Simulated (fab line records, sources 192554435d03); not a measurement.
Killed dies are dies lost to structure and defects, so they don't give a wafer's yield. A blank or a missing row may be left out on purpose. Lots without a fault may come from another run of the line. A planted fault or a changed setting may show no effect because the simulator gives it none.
Which tool did it? | flow n5_finfet | 11 lots, 33 wafers sampled, at 4 steps of a route of 1938

WHAT THE GAUGES READ, wafer by wafer
The record holds no reading of a measuring or inspecting step that can be judged against a usual standard deviation.

WHICH TOOL RAN EACH LOT (tool, then ch and the chambers of the sampled wafers, then the start)
lot  | N5_BEOL_M6_PRE_CLEAN_45      | N5_BEOL_M7_CURE_74            | N5_BEOL_M7_EXPOSE_08               | N5_BEOL_M7_DESCUM_16
L457 | pvd_sputter-02, day 9 02:22  | uv_cure-02 ch 0, day 9 06:08  | arfi_scanner-02 ch 0, day 9 08:13  | rie_diel-06 ch 0,3, day 9 08:25
L456 | pvd_sputter-01, day 9 05:02  | uv_cure-01 ch 2, day 9 08:05  | arfi_scanner-03 ch 0, day 9 09:11  | rie_diel-06 ch 0,1,3, day 9 09:24
L458 | pvd_sputter-01, day 9 05:16  | uv_cure-03 ch 1, day 9 08:58  | arfi_scanner-02 ch 0, day 9 09:58  | rie_diel-01 ch 1,2,3, day 9 10:32
L463 | pvd_sputter-02, day 10 15:40 | uv_cure-01 ch 0, day 10 17:48 | arfi_scanner-01 ch 0, day 10 19:47 | rie_diel-01 ch 0,1,2, day 10 20:00
L468 | pvd_sputter-02, day 11 16:21 | uv_cure-01 ch 1, day 11 18:33 | arfi_scanner-01 ch 0, day 11 20:08 | rie_diel-06 ch 0,2,3, day 11 20:32
L470 | pvd_sputter-03, day 12 18:00 | uv_cure-01 ch 1, day 12 19:53 | arfi_scanner-03 ch 0, day 12 21:55 | rie_diel-05 ch 0,1,3, day 12 22:14
L471 | pvd_sputter-03, day 13 10:58 | uv_cure-03 ch 1, day 13 12:38 | arfi_scanner-03 ch 0, day 13 14:08 | rie_diel-05 ch 0,1,2, day 13 14:35
L477 | pvd_sputter-01, day 14 04:04 | uv_cure-03 ch 2, day 14 07:00 | arfi_scanner-03 ch 0, day 14 08:39 | rie_diel-01 ch 0,2,3, day 14 08:55
L476 | pvd_sputter-02, day 14 05:44 | uv_cure-02 ch 2, day 14 08:53 | arfi_scanner-02 ch 0, day 14 11:20 | rie_diel-01 ch 2,3, day 14 12:06
L478 | pvd_sputter-03, day 14 13:08 | uv_cure-01 ch 2, day 14 15:26 | arfi_scanner-02 ch 0, day 14 18:36 | rie_diel-06 ch 1,2,3, day 14 18:54
L479 | pvd_sputter-02, day 15 00:37 | uv_cure-02 ch 1, day 15 02:28 | arfi_scanner-03 ch 0, day 15 05:04 | rie_diel-06 ch 1,3, day 15 05:54
- N5_BEOL_M6_PRE_CLEAN_45: time 30 s.
- N5_BEOL_M7_CURE_74: cures SiCOH lowk, time 240 s.
- N5_BEOL_M7_EXPOSE_08: exposes mask M7.
- N5_BEOL_M7_DESCUM_16: chemistry O2, time 7.9 s.

WHAT THE TOOLS THEMSELVES READ (means of the sampled wafers that have a number; where no wafer has one, the mark that the record gives instead)
N5_BEOL_M6_PRE_CLEAN_45. Usual: heater_power_w 328 W, standard deviation 32.
lot  | tool           | heater_power_w (W) | flag
L457 | pvd_sputter-02 | 320                |
L456 | pvd_sputter-01 | 321                |
L458 | pvd_sputter-01 | 331                |
L463 | pvd_sputter-02 | 323                |
L468 | pvd_sputter-02 | 302                |
L470 | pvd_sputter-03 | 346                |
L471 | pvd_sputter-03 | 343                |
L477 | pvd_sputter-01 | 332                |
L476 | pvd_sputter-02 | 328                |
L478 | pvd_sputter-03 | 343                |
L479 | pvd_sputter-02 | 302                |

N5_BEOL_M7_CURE_74. Usual: lamp_power_pct 52.32 %, standard deviation 0.052; wafer_temp_C_max 387.0, standard deviation 0.77.
lot  | tool       | lamp_power_pct (%) | wafer_temp_C_max | flag
L457 | uv_cure-02 | 52.37              | 385.9            |
L456 | uv_cure-01 | 52.31              | 386.9            |
L458 | uv_cure-03 | 52.36              | 386.6            |
L463 | uv_cure-01 | 52.32              | 386.7            |
L468 | uv_cure-01 | 52.34              | 387.2            |
L470 | uv_cure-01 | 52.35              | 387.5            |
L471 | uv_cure-03 | 52.28              | 386.7            |
L477 | uv_cure-03 | 52.32              | 387.2            |
L476 | uv_cure-02 | 52.35              | 387.2            |
L478 | uv_cure-01 | 52.33              | 387.4            |
L479 | uv_cure-02 | 52.28              | 386.0            |

N5_BEOL_M7_EXPOSE_08. Usual: exposure_dose_mJ_cm2 68.23, standard deviation 0.073; focus_offset_nm -0.1 nm, standard deviation 0.49.
lot  | tool            | exposure_dose_mJ_cm2 | focus_offset_nm (nm) | flag
L457 | arfi_scanner-02 | 68.19                | -0.2                 |
L456 | arfi_scanner-03 | 68.13                | 0.8                  |
L458 | arfi_scanner-02 | 68.27                | -0.1                 |
L463 | arfi_scanner-01 | 68.28                | 0.3                  |
L468 | arfi_scanner-01 | 68.74                | -0.5                 | OFF
L470 | arfi_scanner-03 | 68.24                | -0.5                 |
L471 | arfi_scanner-03 | 68.13                | -0.7                 |
L477 | arfi_scanner-03 | 68.15                | -0.0                 |
L476 | arfi_scanner-02 | 68.32                | -0.1                 |
L478 | arfi_scanner-02 | 68.13                | 0.4                  |
L479 | arfi_scanner-03 | 68.18                | -0.1                 |

N5_BEOL_M7_DESCUM_16. Usual: drypump_motor_current_A 5.8 A, standard deviation 0.38; oes_product_au 0.76 a.u., standard deviation 0.085; rf_vpp_V 242.8 V, standard deviation 1.5; showerhead_plenum_p_Torr 2.07 Torr, standard deviation 0.084; throttle_valve_pct 20.52 %, standard deviation 0.27.
lot  | tool        | drypump_motor_current_A (A) | oes_product_au (a.u.) | rf_vpp_V (V) | showerhead_plenum_p_Torr (Torr) | throttle_valve_pct (%) | flag
L457 | rie_diel-06 | 5.9                         | 0.74                  | 242.4        | 2.07                            | 20.59                  |
L456 | rie_diel-06 | 5.7                         | 0.73                  | 242.8        | 2.07                            | 20.51                  |
L458 | rie_diel-01 | 5.6                         | 0.77                  | 243.4        | 2.10                            | 20.59                  |
L463 | rie_diel-01 | 5.8                         | 0.76                  | 242.0        | 2.03                            | 20.54                  |
L468 | rie_diel-06 | 5.8                         | 0.74                  | 242.7        | 2.02                            | 20.66                  |
L470 | rie_diel-05 | 6.2                         | 0.75                  | 244.1        | 2.15                            | 20.52                  |
L471 | rie_diel-05 | 6.2                         | 0.84                  | 244.1        | 2.17                            | 20.27                  |
L477 | rie_diel-01 | 5.7                         | 0.73                  | 242.4        | 2.06                            | 20.61                  |
L476 | rie_diel-01 | 5.5                         | 0.74                  | 242.8        | 2.12                            | 20.66                  |
L478 | rie_diel-06 | 5.7                         | 0.78                  | 241.6        | 2.01                            | 20.49                  |
L479 | rie_diel-06 | 5.9                         | 0.77                  | 242.1        | 2.06                            | 20.61                  |

THE ANSWER, worked out from the rows above alone
Rule: a lot is off if the mean of its wafers that have a number lies more than 3 standard deviations from the usual mean. A lot without any number at a reading at which 4 lots or more have one is off too. The other lots that the step has rows for count as sound. The gauges are gone through in route order, then the tools' own readings, and for those a lot's mean is taken as printed above. The first step at which some lot is off is used, and at that step the reading that is off furthest; a lot without a number counts as furthest.
Off: L468, at N5_BEOL_M7_EXPOSE_08 (exposure_dose_mJ_cm2).
A tool fits if, at that step or a process step before it, it ran every lot that is off, and no sound lot after the first of them. One fits: arfi_scanner-01 at N5_BEOL_M7_EXPOSE_08. Its last sound lot is L463 (day 10 19:47), its first lot that is off L468 (day 11 20:08): a fault that began between those two fits.
The tool's own readings at N5_BEOL_M7_EXPOSE_08 bear it out: on the lots that are off they differ by more than 5 times the standard deviation of the sound lots' means. exposure_dose_mJ_cm2 reads 68.74 there against 68.20 on the sound lots.

WHAT THE SIMULATOR HAD PUT IN
Process parameter drift: arfi_scanner-01, from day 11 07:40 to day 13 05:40, at N5_BEOL_M7_EXPOSE_08. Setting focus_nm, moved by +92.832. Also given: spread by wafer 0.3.
Lots struck among those shown: L468. The rule above found the same.
